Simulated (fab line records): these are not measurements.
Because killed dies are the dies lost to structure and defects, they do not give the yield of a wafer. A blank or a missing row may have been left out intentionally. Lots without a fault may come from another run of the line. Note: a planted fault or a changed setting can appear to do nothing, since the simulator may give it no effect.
fab line records ; flow n5Finfet
record: lots: 7; wafers: 39
route steps=1938 shown FIN_SAQP@100 DUMMY_GATE@215 MOL_CONTACT_COAG@537 BEOL_M0_SAQP@676 BEOL_M0_CUTY@714 BEOL_M0@715
startH: the number of hours between the record's first day and the start of the first shown wafer of the lot ; waitH: how many hours have passed since the lot's step before this one ; " repeats the value in the row above ; L1.1+2: one row covering several wafers at once ; - either no value or no given start ; * or withheld: withheld ; < > ~ a bound
route shown NAME@n: a module of which the file shows steps, and the number in the route of the first ; usual: mean/standard deviation taken from wafers without a fault ; same: alike in all rows ; chamber/n: place in a boat ; sites: the reading at each site ; _std_site: standard deviation of those values ; _edge_site: the outer-site mean with the inner-site mean subtracted ; radiusMm: for every site, how far away it sits from the centre of the wafer ; mask NAME#n: copy n ; behind: tool/chamber where the wafer was last shaped ; hold: reason for holding the lot/hours on hold/outcome of the hold ; device: whichever transistor did not switch (one of n, p or np) ; end of line: the route-end tests of the same wafers ; a step given without rows: its recipe and nothing more ; killed: dies that structure and defects cost at the first sort, which is not the same as the wafer's yield ; map: a wafer's dies, marking killed ones x, the rest . and places with no die _
set.NAME: the setting that was run; set.NAME@STEP: the one run at that earlier step ; model.NAME: the simulator's own value behind a step, which no gauge read
lots with deliberately changed settings; one table per step, one row per wafer
== steps ==
step: N5_FIN_SAQP_PECVD_06
recipe: material: a-Si; targetThkA: 600; tempC: 400; precursor: SiH4/He; pressureTorr: 3; rfW: 100; timeS: 48.1
lot.wafer;tool;chamber;startH;waitH;set.timeS;model.a-Si_of_FIN_SAQP_PECVD_06.thkNm
L075.1;pecvd-04;1;27.54;0.0;48.1;59.44
L075.2;pecvd-04;0;27.54;0.0;63.24;77.83
L075.3;pecvd-04;0;27.54;0.0;48.1;60.57
L075.4;pecvd-04;1;27.54;0.0;63.24;79.35
L075.5;pecvd-04;1;27.54;0.0;63.24;79.29
L075.6;pecvd-04;0;27.54;0.0;48.1;60.15
L084.1;pecvd-02;0;81.63;0.0;48.1;59.74
L084.2;pecvd-02;2;81.63;0.0;48.1;59.58
L084.3;pecvd-02;1;81.63;0.0;26.52;31.9
L084.4;pecvd-02;1;81.63;0.0;26.52;32.56
L084.5;pecvd-02;2;81.63;0.0;48.1;60.2
L084.6;pecvd-02;0;81.63;0.0;26.52;33.12
L085.1;pecvd-03;1;87.37;0.0;67.7;84.79
L085.2;pecvd-03;0;87.37;0.0;48.1;59.63
L085.3;pecvd-03;2;87.37;0.0;48.1;60.05
L085.4;pecvd-03;0;87.37;0.0;48.1;60.51
L085.5;pecvd-03;2;87.37;0.0;67.7;86.03
L085.6;pecvd-03;1;87.37;0.0;67.7;85.94
L087.1;pecvd-03;0;99.17;0.0;74.89;93.54
L087.2;pecvd-03;1;99.17;0.0;74.89;93.73
L087.3;pecvd-03;2;99.17;0.0;48.1;60.01
L087.4;pecvd-03;0;99.17;0.0;74.89;95.29
L087.5;pecvd-03;1;99.17;0.0;48.1;61.19
L087.6;pecvd-03;2;99.17;0.0;48.1;60.84
L091.1;pecvd-04;1;123.06;0.0;48.1;60.3
L091.4;pecvd-04;1;123.06;0.0;48.1;61.99
L091.5;pecvd-04;1;123.06;0.0;48.1;61.68
L094.1;pecvd-04;1;141.69;0.0;40.6;49.98
L094.2;pecvd-04;0;141.69;0.0;48.1;59.61
L094.3;pecvd-04;2;141.69;0.0;48.1;59.58
L094.4;pecvd-04;1;141.69;0.0;40.6;50.67
L094.5;pecvd-04;0;141.69;0.0;40.6;50.78
L094.6;pecvd-04;2;141.69;0.0;48.1;60.49
L095.1;pecvd-03;2;148.18;0.0;48.1;60.84
L095.2;pecvd-03;1;148.18;0.0;66.41;84.04
L095.3;pecvd-03;0;148.18;0.0;48.1;60.36
L095.4;pecvd-03;0;148.18;0.0;66.41;85.63
L095.5;pecvd-03;2;148.18;0.0;48.1;62.19
L095.6;pecvd-03;1;148.18;0.0;66.41;85.12
step: N5_FIN_SAQP_THK_MEAS_07
usual: thkNm: 60.3/0.75
lot.wafer;tool;chamber;startH;waitH;set.timeS@FIN_SAQP_PECVD_06;thkNm
L075.1;filmMetro-01;-;27.66;0.1;48.1;59.4
L075.2;filmMetro-01;-;27.66;0.1;63.24;77.9
L075.3;filmMetro-01;-;27.66;0.1;48.1;60.6
L075.4;filmMetro-01;-;27.66;0.1;63.24;79.3
L075.5;filmMetro-01;-;27.66;0.1;63.24;79.2
L075.6;filmMetro-01;-;27.66;0.1;48.1;60.1
L084.1;filmMetro-02;-;81.72;0.1;48.1;59.8
L084.2;filmMetro-02;-;81.72;0.1;48.1;59.6
L084.3;filmMetro-02;-;81.72;0.1;26.52;31.9
L084.4;filmMetro-02;-;81.72;0.1;26.52;32.6
L084.5;filmMetro-02;-;81.72;0.1;48.1;60.2
L084.6;filmMetro-02;-;81.72;0.1;26.52;33.1
L085.1;filmMetro-01;-;87.46;0.1;67.7;84.8
L085.2;filmMetro-01;-;87.46;0.1;48.1;59.7
L085.3;filmMetro-01;-;87.46;0.1;48.1;60.0
L085.4;filmMetro-01;-;87.46;0.1;48.1;60.5
L085.5;filmMetro-01;-;87.46;0.1;67.7;86.1
L085.6;filmMetro-01;-;87.46;0.1;67.7;85.9
L087.1;filmMetro-02;-;99.26;0.1;74.89;93.5
L087.2;filmMetro-02;-;99.26;0.1;74.89;93.8
L087.3;filmMetro-02;-;99.26;0.1;48.1;60.0
L087.4;filmMetro-02;-;99.26;0.1;74.89;95.3
L087.5;filmMetro-02;-;99.26;0.1;48.1;61.2
L087.6;filmMetro-02;-;99.26;0.1;48.1;60.8
L091.1;filmMetro-02;-;123.18;0.1;48.1;60.2
L091.4;filmMetro-02;-;123.18;0.1;48.1;62.0
L091.5;filmMetro-02;-;123.18;0.1;48.1;61.7
L094.1;filmMetro-01;-;141.78;0.1;40.6;50.0
L094.2;filmMetro-01;-;141.78;0.1;48.1;59.6
L094.3;filmMetro-01;-;141.78;0.1;48.1;59.6
L094.4;filmMetro-01;-;141.78;0.1;40.6;50.7
L094.5;filmMetro-01;-;141.78;0.1;40.6;50.8
L094.6;filmMetro-01;-;141.78;0.1;48.1;60.5
L095.1;filmMetro-02;-;148.27;0.1;48.1;60.8
L095.2;filmMetro-02;-;148.27;0.1;66.41;84.0
L095.3;filmMetro-02;-;148.27;0.1;48.1;60.4
L095.4;filmMetro-02;-;148.27;0.1;66.41;85.6
L095.5;filmMetro-02;-;148.27;0.1;48.1;62.2
L095.6;filmMetro-02;-;148.27;0.1;66.41;85.1
step: N5_FIN_SAQP_HM_DEP_72
recipe: material: SiO2; targetThkA: 120; tempC: 400; precursor: SiH4/N2O; pressureTorr: 0.75; rfW: 275; timeS: 7.2
step: N5_FIN_SAQP_COAT_49
recipe: resist: SOC; tempC: 250; timeS: 60; spinRpm: 1500; resistThkNm: 100
step: N5_FIN_SAQP_HM_OPEN_73
recipe: chemistry: CHF3/O2; target: SiO2; stopOn: a-Si; targetDepthA: 120; overEtchFrac: 1.8; maskMaterial: SOC; timeS: 16.8; pressureMtorr: 30; sourceW: 650; biasW: 170; Ar_flow_sccm: 200; CHF3_flow_sccm: 50; O2_flow_sccm: 5; ionEnergyEv: 200; ends: endPoint
step: N5_FIN_SAQP_STRIP_74
recipe: chemistry: CHF3/O2; resist: SiARC; rfFrequencyHz: 6e+07
step: N5_FIN_SAQP_MANDREL_ETCH_22
recipe: targetDepthA: 600; chemistry: HBr/Cl2; target: a-Si; stopOn: SiNx; btTimeS: 10; overEtchFrac: 0.5; timeS: 30; pressureMtorr: 10; icpW: 800; biasW: 75; HBr_flow_sccm: 150; Cl2_flow_sccm: 80; ends: endPoint
usual: oesProductAu: 0.769/0.012
lot.wafer;tool;chamber;startH;waitH;set.timeS@FIN_SAQP_PECVD_06;oesProductAu;model.etch.depthNm
L075.1;rieSi-04;0;28.68;0.0;48.1;0.752;59.44
L075.2;rieSi-04;1;28.68;0.0;63.24;0.903;77.79
L075.3;rieSi-04;2;28.68;0.0;48.1;0.786;60.57
L075.4;rieSi-04;3;28.68;0.0;63.24;0.915;79.35
L075.5;rieSi-04;0;28.68;0.0;63.24;0.895;79.29
L075.6;rieSi-04;3;28.68;0.0;48.1;0.760;60.15
L084.1;rieSi-04;2;82.58;0.0;48.1;0.782;59.74
L084.2;rieSi-04;0;82.58;0.0;48.1;0.756;59.58
L084.3;rieSi-04;3;82.58;0.0;26.52;0.544;31.85
L084.4;rieSi-04;1;82.58;0.0;26.52;0.554;32.56
L084.5;rieSi-04;2;82.58;0.0;48.1;0.787;60.2
L084.6;rieSi-04;3;82.58;0.0;26.52;0.568;33.12
L085.1;rieSi-02;2;88.20;0.0;67.7;0.943;84.77
L085.2;rieSi-02;0;88.20;0.0;48.1;0.774;59.63
L085.3;rieSi-02;1;88.20;0.0;48.1;0.760;60.05
L085.4;rieSi-02;3;88.20;0.0;48.1;0.779;60.49
L085.5;rieSi-02;3;88.20;0.0;67.7;0.970;86.01
L085.6;rieSi-02;2;88.20;0.0;67.7;0.960;85.94
L087.1;rieSi-02;3;100.13;0.0;74.89;0.995;89.8
L087.2;rieSi-02;1;100.13;0.0;74.89;0.983;90.52
L087.3;rieSi-02;2;100.13;0.0;48.1;0.759;60.01
L087.4;rieSi-02;0;100.13;0.0;74.89;1.018;91.23
L087.5;rieSi-02;1;100.13;0.0;48.1;0.759;61.17
L087.6;rieSi-02;0;100.13;0.0;48.1;0.778;60.84
L091.1;rieSi-04;2;124.05;0.0;48.1;0.781;60.25
L091.4;rieSi-04;0;124.05;0.0;48.1;0.778;61.99
L091.5;rieSi-04;2;124.05;0.0;48.1;0.796;61.68
L094.1;rieSi-04;1;143.09;0.0;40.6;0.694;49.94
L094.2;rieSi-04;3;143.09;0.0;48.1;0.756;59.61
L094.3;rieSi-04;2;143.09;0.0;48.1;0.775;59.58
L094.4;rieSi-04;0;143.09;0.0;40.6;0.693;50.67
L094.5;rieSi-04;1;143.09;0.0;40.6;0.689;50.74
L094.6;rieSi-04;2;143.09;0.0;48.1;0.776;60.49
L095.1;rieSi-02;3;149.41;0.0;48.1;0.777;60.84
L095.2;rieSi-02;1;149.41;0.0;66.41;0.932;84.04
L095.3;rieSi-02;0;149.41;0.0;48.1;0.782;60.31
L095.4;rieSi-02;2;149.41;0.0;66.41;0.955;85.63
L095.5;rieSi-02;1;149.41;0.0;48.1;0.777;62.14
L095.6;rieSi-02;2;149.41;0.0;66.41;0.947;85.12
step: N5_FIN_SAQP_STRIP_55
recipe: chemistry: N2/H2; powerW: 500; tempC: 40; pressureMtorr: 50; rfFrequencyHz: 6e+07; overashFraction: 0.3; biasPowerW: 28; h2Frac: 0.5; n2FlowSccm: 300; h2FlowSccm: 300
step: N5_FIN_SAQP_STRIP_23
recipe: chemistry: SPM; timeS: 750; tempC: 130; h2so4H2o2VolRatio: 4
step: N5_FIN_SAQP_SRD_39
recipe: dry: ipaMarangoni; timeS: 30; tempC: 23; rinseLiquid: diw
step: N5_FIN_SAQP_INSPECT_40
recipe: inspectInstrument: brightfield; mode: aei
usual: rawDefectCount: 235/83
lot.wafer;tool;chamber;startH;waitH;set.timeS@FIN_SAQP_PECVD_06;rawDefectCount
L075.1;defectInspect-02;-;33.28;0.0;48.1;126
L075.2;defectInspect-02;-;33.28;0.0;63.24;147
L075.3;defectInspect-02;-;33.28;0.0;48.1;171
L075.4;defectInspect-02;-;33.28;0.0;63.24;133
L075.5;defectInspect-02;-;33.28;0.0;63.24;170
L075.6;defectInspect-02;-;33.28;0.0;48.1;203
L084.1;defectInspect-01;-;86.49;0.0;48.1;237
L084.2;defectInspect-01;-;86.49;0.0;48.1;333
L084.3;defectInspect-01;-;86.49;0.0;26.52;424
L084.4;defectInspect-01;-;86.49;0.0;26.52;318
L084.5;defectInspect-01;-;86.49;0.0;48.1;202
L084.6;defectInspect-01;-;86.49;0.0;26.52;292
L085.1;defectInspect-02;-;92.15;0.0;67.7;88
L085.2;defectInspect-02;-;92.15;0.0;48.1;200
L085.3;defectInspect-02;-;92.15;0.0;48.1;197
L085.4;defectInspect-02;-;92.15;0.0;48.1;180
L085.5;defectInspect-02;-;92.15;0.0;67.7;214
L085.6;defectInspect-02;-;92.15;0.0;67.7;299
L087.1;defectInspect-01;-;104.32;0.0;74.89;1757
L087.2;defectInspect-01;-;104.32;0.0;74.89;1764
L087.3;defectInspect-01;-;104.32;0.0;48.1;219
L087.4;defectInspect-01;-;104.32;0.0;74.89;1787
L087.5;defectInspect-01;-;104.32;0.0;48.1;352
L087.6;defectInspect-01;-;104.32;0.0;48.1;228
L091.1;defectInspect-01;-;128.03;0.0;48.1;169
L091.4;defectInspect-01;-;128.03;0.0;48.1;134
L091.5;defectInspect-01;-;128.03;0.0;48.1;121
L094.1;defectInspect-02;-;147.72;0.0;40.6;313
L094.2;defectInspect-02;-;147.72;0.0;48.1;282
L094.3;defectInspect-02;-;147.72;0.0;48.1;254
L094.4;defectInspect-02;-;147.72;0.0;40.6;326
L094.5;defectInspect-02;-;147.72;0.0;40.6;213
L094.6;defectInspect-02;-;147.72;0.0;48.1;222
L095.1;defectInspect-01;-;153.82;0.0;48.1;403
L095.2;defectInspect-01;-;153.82;0.0;66.41;330
L095.3;defectInspect-01;-;153.82;0.0;48.1;364
L095.4;defectInspect-01;-;153.82;0.0;66.41;323
L095.5;defectInspect-01;-;153.82;0.0;48.1;448
L095.6;defectInspect-01;-;153.82;0.0;66.41;400
step: N5_DUMMY_GATE_CVD_03
recipe: material: a-Si; targetThkA: 1500; tempC: 530; precursor: SiH4; timeS: 8042
lot.wafer;tool;chamber;startH;waitH;set.targetThkA;model.a-Si_of_DUMMY_GATE_CVD_03.thkNm
L075.1;-;-;-;0.1;2026;202
L075.2;-;-;-;0.1;2026;201.6
L075.3;-;-;-;0.1;2026;202.8
L075.4+6;-;-;-;0.1;2026;202.6
L075.5;-;-;-;0.1;2026;202.2
L084.1;-;-;-;0.1;1500;150.8
L084.2;-;-;-;0.1;1500;150.6
L084.3;-;-;-;0.1;1500;152.2
L084.4;-;-;-;0.1;1500;152
L084.5;-;-;-;0.1;1500;151
L084.6;-;-;-;0.1;1500;151.6
L085.1;-;-;-;0.1;1500;150.2
L085.2;-;-;-;0.1;1500;150.4
L085.3;-;-;-;0.1;1500;149.2
L085.4;-;-;-;0.1;1500;151.4
L085.5+6;-;-;-;0.1;1500;148.8
L087.1;-;-;-;0.1;1500;146.6
L087.2;-;-;-;0.1;1500;148.4
L087.3;-;-;-;0.1;1500;148.2
L087.4;-;-;-;0.1;1500;147
L087.5;-;-;-;0.1;1500;148.8
L087.6;-;-;-;0.1;1500;147.4
L091.1+5;lpcvd-01;1/15,1/34;138.54;0.1;1500;152.4
L091.4;lpcvd-01;1/29;138.54;0.1;1500;152
L094.1;-;-;-;0.1;1793;181.2
L094.2+5+6;-;-;-;0.1;1793;181.4
L094.3;-;-;-;0.1;1793;182.6
L094.4;-;-;-;0.1;1793;182.4
L095.1;-;-;-;0.1;1500;149.2
L095.2+3+4+5;-;-;-;0.1;1500;149
L095.6;-;-;-;0.1;1500;148.4
step: N5_MOL_CONTACT_COAG_ETCH_15
recipe: chemistry: CH3F/O2; target: SiNx; targetDepthA: 70; maskMaterial: SOC; stopOn: Si:P; overEtchFrac: 0.75; ionEnergyEv: 120; pressureMtorr: 30; sourceW: 395; biasW: 73; Ar_flow_sccm: 150; CH3F_flow_sccm: 30; O2_flow_sccm: 20
lot.wafer;tool;chamber;startH;waitH;set.targetDepthA;model.SOC_of_MOL_CONTACT_COAG_COAT_103.thkNm
L075.1;rieDiel-01;3;100.63;0.0;70;75.2
L075.2;rieDiel-01;0;100.63;0.0;70;75
L075.3+4+5+6;rieDiel-01;1,2,0,1;100.63;0.0;70;75.4
L084.1+4;rieDiel-05;0,1;147.87;0.0;35.42;77.2
L084.2;rieDiel-05;1;147.87;0.0;35.42;76.8
L084.3+5;rieDiel-05;3;147.87;0.0;70;75.4
L084.6;rieDiel-05;0;147.87;0.0;70;75.6
L085.1+2+3+4+6;rieDiel-01;1,0,2,3,0;154.98;0.0;70;75.2
L085.5;rieDiel-01;1;154.98;0.0;70;75.4
L087.1+2;rieDiel-04;3,1;166.26;0.0;70;75
L087.3;rieDiel-04;2;166.26;0.0;59.43;75.8
L087.4;rieDiel-04;1;166.26;0.0;59.43;75.6
L087.5;rieDiel-04;3;166.26;0.0;59.43;75.2
L087.6;rieDiel-04;2;166.26;0.0;70;75.2
L091.1+4;rieDiel-04;0;203.04;0.0;70;75
L091.5;rieDiel-04;2;203.04;0.0;70;75.2
L094.1+4;rieDiel-01;0;220.53;0.0;48.44;76.2
L094.2+6;rieDiel-01;1;220.53;0.0;70;75
L094.3;rieDiel-01;3;220.53;0.0;48.44;75.8
L094.5;rieDiel-01;3;220.53;0.0;70;75.2
L095.1;rieDiel-04;2;222.17;0.0;85.9;74.8
L095.2;rieDiel-04;3;222.17;0.0;85.9;74.6
L095.3+4;rieDiel-04;1;222.17;0.0;70;75.2
L095.5;rieDiel-04;3;222.17;0.0;85.9;74.4
L095.6;rieDiel-04;2;222.17;0.0;70;75.4
step: N5_MOL_CONTACT_COAG_ETCH_110
recipe: chemistry: CF4/O2; target: Si; targetDepthA: 25; timeS: 8; pressureMtorr: 100; sourceW: 200; biasW: 12; ionEnergyEv: 60; Ar_flow_sccm: 100; cf4FlowSccm: 100; O2_flow_sccm: 10
lot.wafer;tool;chamber;startH;waitH;set.targetDepthA@MOL_CONTACT_COAG_ETCH_15;model.SOC_of_MOL_CONTACT_COAG_COAT_103.thkNm
L075.1+2;rieDiel-01;3,0;100.69;0.0;70;73.6
L075.3+4+5+6;rieDiel-01;1,2,0,1;100.69;0.0;70;73.8
L084.1;rieDiel-05;0;147.93;0.0;35.42;75.6
L084.2;rieDiel-05;1;147.93;0.0;35.42;75.4
L084.3+5;rieDiel-05;3;147.93;0.0;70;73.8
L084.4;rieDiel-05;1;147.93;0.0;35.42;75.8
L084.6;rieDiel-05;0;147.93;0.0;70;74
L085.1+2+3+5+6;rieDiel-01;1,0,2,1,0;155.04;0.0;70;73.8
L085.4;rieDiel-01;3;155.04;0.0;70;73.6
L087.1+2+6;rieDiel-04;3,1,2;166.32;0.0;70;73.6
L087.3+4;rieDiel-04;2,1;166.32;0.0;59.43;74.2
L087.5;rieDiel-04;3;166.32;0.0;59.43;73.6
L091.1+5;rieDiel-04;0,2;203.10;0.0;70;73.6
L091.4;rieDiel-04;0;203.10;0.0;70;73.4
L094.1;rieDiel-01;0;220.59;0.0;48.44;74.6
L094.2+5+6;rieDiel-01;1,3,1;220.59;0.0;70;73.6
L094.3;rieDiel-01;3;220.59;0.0;48.44;74.4
L094.4;rieDiel-01;0;220.59;0.0;48.44;74.8
L095.1;rieDiel-04;2;222.23;0.0;85.9;73.4
L095.2;rieDiel-04;3;222.23;0.0;85.9;73
L095.3;rieDiel-04;1;222.23;0.0;70;73.8
L095.4;rieDiel-04;1;222.23;0.0;70;73.6
L095.5;rieDiel-04;3;222.23;0.0;85.9;72.8
L095.6;rieDiel-04;2;222.23;0.0;70;74
step: N5_BEOL_M0_SAQP_SPACER2_ALD_26
recipe: material: SiO2; targetThkA: 150; tempC: 300; aldPrecursorFamily: BDEAS; aldCoReactant: O2-plasma; pulseTimeS: 1; purgeTimeS: 2; coReactantPurgeTimeS: 2; pressureTorr: 2
lot.wafer;tool;chamber;startH;waitH;set.targetThkA;model.SiO2_of_BEOL_M0_SAQP_SPACER2_ALD_26.thkNm
L075.1+3;aldSin-03;0,2;120.41;0.1;210.9;21
L075.2+5+6;aldSin-03;1,1,0;120.41;0.1;150;15
L075.4;aldSin-03;3;120.41;0.1;210.9;21.2
L084.1+2+6;aldSin-01;0,2,1;168.94;0.1;116.1;11.6
L084.3+4+5;aldSin-01;1,3,0;168.94;0.1;150;15
L085.1+4+6;aldSin-01;0,2,2;179.00;0.1;176.1;17.6
L085.2+3+5;aldSin-01;1,3,3;179.00;0.1;150;15
L087.1+3+4;aldSin-03;2,1,3;191.65;0.1;197;19.6
L087.2+5+6;aldSin-03;0,3,2;191.65;0.1;150;15
L091.1+4+5;aldSin-04;2,3,2;228.06;0.1;150;15
L094.1+3;aldSin-03;1,2;239.99;0.1;118.6;11.8
L094.2+4+6;aldSin-03;0,3,2;239.99;0.1;150;15
L094.5;aldSin-03;1;239.99;0.1;118.6;12
L095.1+2+3;aldSin-03;0,1,3;243.03;0.1;150;15
L095.4+5+6;aldSin-03;2,2,1;243.03;0.1;117.8;11.8
step: N5_BEOL_M0_SAQP_SPACER2_ETCHBACK_27
recipe: chemistry: CHF3/O2; mode: anisotropicEtchback; target: SiO2; targetDepthA: 225; timeS: 11.25; pressureMtorr: 30; sourceW: 650; biasW: 170; Ar_flow_sccm: 200; CHF3_flow_sccm: 50; O2_flow_sccm: 5; ionEnergyEv: 200
step: N5_BEOL_M0_SAQP_MANDREL2_REMOVE_110
recipe: chemistry: HBr/Cl2/O2; btTimeS: 10; target: a-Si; stopOn: SiCN; endpoint: OES-SiCl; overEtchFrac: 1; icpW: 600; biasW: 30; HBr_flow_sccm: 150; Cl2_flow_sccm: 80; O2_flow_sccm: 5; pressureMtorr: 10
lot.wafer;tool;chamber;startH;waitH;set.targetThkA@BEOL_M0_SAQP_SPACER2_ALD_26;model.BEOL_M0_SAQP.cdNm
L075.1+3+4;rieSi-01;1,2,0;121.05;0.1;210.9;21
L075.2+5+6;rieSi-01;3,3,0;121.05;0.1;150;15
L084.1+2+6;rieSi-01;2,1,0;169.58;0.1;116.1;11.6
L084.3+4;rieSi-01;0,3;169.58;0.1;150;15
L084.5;rieSi-01;3;169.58;0.1;150;14.8
L085.1+4;rieSi-01;2,3;179.64;0.1;176.1;17.6
L085.2+3+5;rieSi-01;0,1,3;179.64;0.1;150;15
L085.6;rieSi-01;0;179.64;0.1;176.1;17.8
L087.1+3+4;rieSi-03;0,2,0;192.29;0.1;197;19.6
L087.2+5+6;rieSi-03;3,2,3;192.29;0.1;150;15
L091.1+4+5;rieSi-06;2,1,0;228.75;0.1;150;15
L094.1+3;rieSi-06;1,2;240.62;0.1;118.6;11.8
L094.2+4+6;rieSi-06;3,0,0;240.62;0.1;150;15.2
L094.5;rieSi-06;3;240.62;0.1;118.6;12
L095.1+3;rieSi-03;3,2;243.66;0.1;150;15
L095.2;rieSi-03;1;243.66;0.1;150;15.2
L095.4+5+6;rieSi-03;0,2,3;243.66;0.1;117.8;11.8
step: N5_BEOL_M0_SAQP_CD_MEAS_29
recipe: targetCdNm: 14.4; landingEnergyEv: 1000; detector: seInlens
usual: cdNm: 15.02/0.22
lot.wafer;tool;chamber;startH;waitH;set.targetThkA@BEOL_M0_SAQP_SPACER2_ALD_26;cdNm
L075.1;cdSem-02;0;121.16;0.1;210.9;20.97
L075.2;cdSem-02;0;121.16;0.1;150;14.99
L075.3;cdSem-02;0;121.16;0.1;210.9;21.18
L075.4;cdSem-02;0;121.16;0.1;210.9;20.88
L075.5;cdSem-02;0;121.16;0.1;150;15.30
L075.6;cdSem-02;0;121.16;0.1;150;15.09
L084.1;cdSem-01;0;169.69;0.1;116.1;11.65
L084.2;cdSem-01;0;169.69;0.1;116.1;11.44
L084.3;cdSem-01;0;169.69;0.1;150;14.96
L084.4;cdSem-01;0;169.69;0.1;150;14.85
L084.5;cdSem-01;0;169.69;0.1;150;15.04
L084.6;cdSem-01;0;169.69;0.1;116.1;11.69
L085.1;cdSem-01;0;179.75;0.1;176.1;17.56
L085.2;cdSem-01;0;179.75;0.1;150;15.07
L085.3;cdSem-01;0;179.75;0.1;150;15.10
L085.4;cdSem-01;0;179.75;0.1;176.1;17.74
L085.5;cdSem-01;0;179.75;0.1;150;14.94
L085.6;cdSem-01;0;179.75;0.1;176.1;17.88
L087.1;cdSem-01;0;192.40;0.1;197;19.82
L087.2;cdSem-01;0;192.40;0.1;150;15.07
L087.3;cdSem-01;0;192.40;0.1;197;19.52
L087.4;cdSem-01;0;192.40;0.1;197;20.03
L087.5;cdSem-01;0;192.40;0.1;150;15.08
L087.6;cdSem-01;0;192.40;0.1;150;14.99
L091.1;cdSem-01;0;228.86;0.1;150;15.06
L091.4;cdSem-01;0;228.86;0.1;150;15.31
L091.5;cdSem-01;0;228.86;0.1;150;15.31
L094.1;cdSem-01;0;240.73;0.1;118.6;11.82
L094.2;cdSem-01;0;240.73;0.1;150;14.99
L094.3;cdSem-01;0;240.73;0.1;118.6;11.69
L094.4;cdSem-01;0;240.73;0.1;150;15.01
L094.5;cdSem-01;0;240.73;0.1;118.6;11.69
L094.6;cdSem-01;0;240.73;0.1;150;15.45
L095.1;cdSem-03;0;243.77;0.1;150;15.07
L095.2;cdSem-03;0;243.77;0.1;150;14.80
L095.3;cdSem-03;0;243.77;0.1;150;14.98
L095.4;cdSem-03;0;243.77;0.1;117.8;11.62
L095.5;cdSem-03;0;243.77;0.1;117.8;11.88
L095.6;cdSem-03;0;243.77;0.1;117.8;11.75
step: N5_BEOL_M0_SAQP_COAT_69
recipe: resist: SOC; tempC: 250; timeS: 60; spinRpm: 1500; resistThkNm: 90
step: N5_BEOL_M0_SAQP_COAT_72
recipe: resist: SiARC; tempC: 220; timeS: 60; spinRpm: 1500; resistThkNm: 15
step: N5_BEOL_M0_CUTY_STRIP_64
recipe: chemistry: N2/H2; tempC: 40; n2FlowSccm: 200; h2FlowSccm: 200; rfFrequencyHz: 6e+07
step: N5_BEOL_M0_ETCH_138
recipe: chemistry: CH3F/O2; targetDepthA: 120; target: SiCN; timeS: 31.6; ionEnergyEv: 120; pressureMtorr: 30; sourceW: 395; biasW: 75; Ar_flow_sccm: 150; CH3F_flow_sccm: 30; O2_flow_sccm: 20; ends: cleared
step: N5_BEOL_M0_HM_OPEN_105
recipe: chemistry: Cl2/BCl3; targetDepthA: 120; target: TiN; ionEnergyEv: 150; pressureMtorr: 10; icpW: 1000; biasW: 126; Cl2_flow_sccm: 53.25; bcl3FlowSccm: 21.75; Ar_flow_sccm: 25
lot.wafer;tool;chamber;startH;waitH;set.targetThkA@BEOL_M0_SAQP_SPACER2_ALD_26;model.SiO2_of_BEOL_M0_SAQP_SPACER2_ALD_26.thkNm
L075.1+3+4;rieMetal-02;1,0,1;124.92;1.3;210.9;8.8
L075.2+6;rieMetal-02;0,1;124.92;1.3;150;2.6
L075.5;rieMetal-02;0;124.92;1.3;150;2.4
L084.1+2+6;rieMetal-02;0,1,0;173.90;2.3;116.1;0.8
L084.3+5;rieMetal-02;1;173.90;2.3;150;2.8
L084.4;rieMetal-02;0;173.90;2.3;150;2.6
L085.1+6;rieMetal-01;1;184.09;2.1;176.1;5.4
L085.2+3+5;rieMetal-01;0,1,0;184.09;2.1;150;2.8
L085.4;rieMetal-01;0;184.09;2.1;176.1;5.2
L087.1;rieMetal-03;1;195.23;0.6;197;7.4
L087.2+5+6;rieMetal-03;0,0,1;195.23;0.6;150;2.6
L087.3+4;rieMetal-03;1,0;195.23;0.6;197;7.2
L091.1+5;rieMetal-03;1,0;231.79;0.9;150;2.6
L091.4;rieMetal-03;0;231.79;0.9;150;2.8
L094.1+3+5;rieMetal-02;1;244.49;0.5;118.6;1
L094.2+4+6;rieMetal-02;0;244.49;0.5;150;2.8
L095.1+2+3;rieMetal-03;0,1,1;247.04;0.8;150;2.8
L095.4+5;rieMetal-03;0,1;247.04;0.8;117.8;1
L095.6;rieMetal-03;0;247.04;0.8;117.8;0.8
== key ==
split: step: N5_FIN_SAQP_PECVD_06; setting: timeS; stated: 48.1; by: wafer
response: step: N5_FIN_SAQP_PECVD_06; reading: model.a-Si_of_FIN_SAQP_PECVD_06.thkNm; change: +0.611; per: 1%; r: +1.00
response: step: N5_FIN_SAQP_THK_MEAS_07; reading: thkNm; change: *; per: 1%; r: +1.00
response: step: N5_FIN_SAQP_MANDREL_ETCH_22; reading: oesProductAu; change: +0.00448; per: 1%; r: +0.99
response: step: N5_FIN_SAQP_MANDREL_ETCH_22; reading: model.etch.depthNm; change: +0.589; per: 1%; r: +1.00
response: step: N5_FIN_SAQP_INSPECT_40; reading: rawDefectCount; shape: bent; atLowest: 345; atStated: 240; atHighest: 1769
split: step: N5_DUMMY_GATE_CVD_03; setting: targetThkA; stated: 1500; by: lot
response: step: N5_DUMMY_GATE_CVD_03; reading: model.a-Si_of_DUMMY_GATE_CVD_03.thkNm; change: +1.52; per: 1%; r: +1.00
split: step: N5_MOL_CONTACT_COAG_ETCH_15; setting: targetDepthA; stated: 70; by: wafer
response: step: N5_MOL_CONTACT_COAG_ETCH_15; reading: model.SOC_of_MOL_CONTACT_COAG_COAT_103.thkNm; change: -0.0319; per: 1%; r: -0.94
response: step: N5_MOL_CONTACT_COAG_ETCH_110; reading: model.SOC_of_MOL_CONTACT_COAG_COAT_103.thkNm; change: -0.0337; per: 1%; r: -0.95
split: step: N5_BEOL_M0_SAQP_SPACER2_ALD_26; setting: targetThkA; stated: 150; by: wafer
response: step: N5_BEOL_M0_SAQP_SPACER2_ALD_26; reading: model.SiO2_of_BEOL_M0_SAQP_SPACER2_ALD_26.thkNm; change: +0.149; per: 1%; r: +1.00
response: step: N5_BEOL_M0_SAQP_MANDREL2_REMOVE_110; reading: model.BEOL_M0_SAQP.cdNm; change: +0.15; per: 1%; r: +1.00
response: step: N5_BEOL_M0_SAQP_CD_MEAS_29; reading: cdNm; change: +0.15; per: 1%; r: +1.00
response: step: N5_BEOL_M0_HM_OPEN_105; reading: model.SiO2_of_BEOL_M0_SAQP_SPACER2_ALD_26.thkNm; change: +0.13; per: 1%; r: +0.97
